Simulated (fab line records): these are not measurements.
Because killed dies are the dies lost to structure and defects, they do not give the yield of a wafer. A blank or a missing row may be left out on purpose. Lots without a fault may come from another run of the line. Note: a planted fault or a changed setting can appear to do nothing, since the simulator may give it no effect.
Chamber matching	flow n5-finfet	4 sister chambers for N5_BEOL_M4_DESCUM_33 on rie-diel-01
The step chemistry O2, time 7 s. 4 wafers are shown with their chamber, then 8 later ones without.

EACH WAFER AND ITS CHAMBER
wafer	chamber	drypump-motor-current-A (A)
L087.3	2	5.5
L087.6	1	4.8
L089.6	0	5.4
L093.1	3	5.8

WAFERS WHOSE CHAMBER IS MISSING
wafer	drypump-motor-current-A (A)
L093.2	5.5
L093.4	4.8
L094.2	4.9
L094.4	5.7
L094.6	5.5
L097.3	5.4
L097.4	5.8
L097.5	4.9

WHICH CHAMBER EACH WENT THROUGH
wafer	from the rows above	in truth
L093.2	can't be placed: 2 or 0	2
L093.4	1	1
L094.2	1	1
L094.4	can't be placed: 3 or 2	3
L094.6	can't be placed: 2 or 0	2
L097.3	can't be placed: 0 or 2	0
L097.4	3	3
L097.5	1	1
4 of 8 placed correctly. These rows do not allow placing 4 (true chamber among the candidates in 4). Wrongly placed: 0.
How it was worked out, from the rows above alone: a wafer's distance from a chamber is the root of the sum, over the readings, of the square of ((its reading less the chamber's mean) divided by the reading's scatter). If the next closest chamber is less than 2 further off than the closest, the wafer can't be placed; otherwise it belongs to the closest. For every chamber, the mean is computed from those of its wafers that are shown. The scatter (one wafer shown for each chamber): square how far every hidden wafer sits from the nearest shown wafer, average those squares and take the square root.
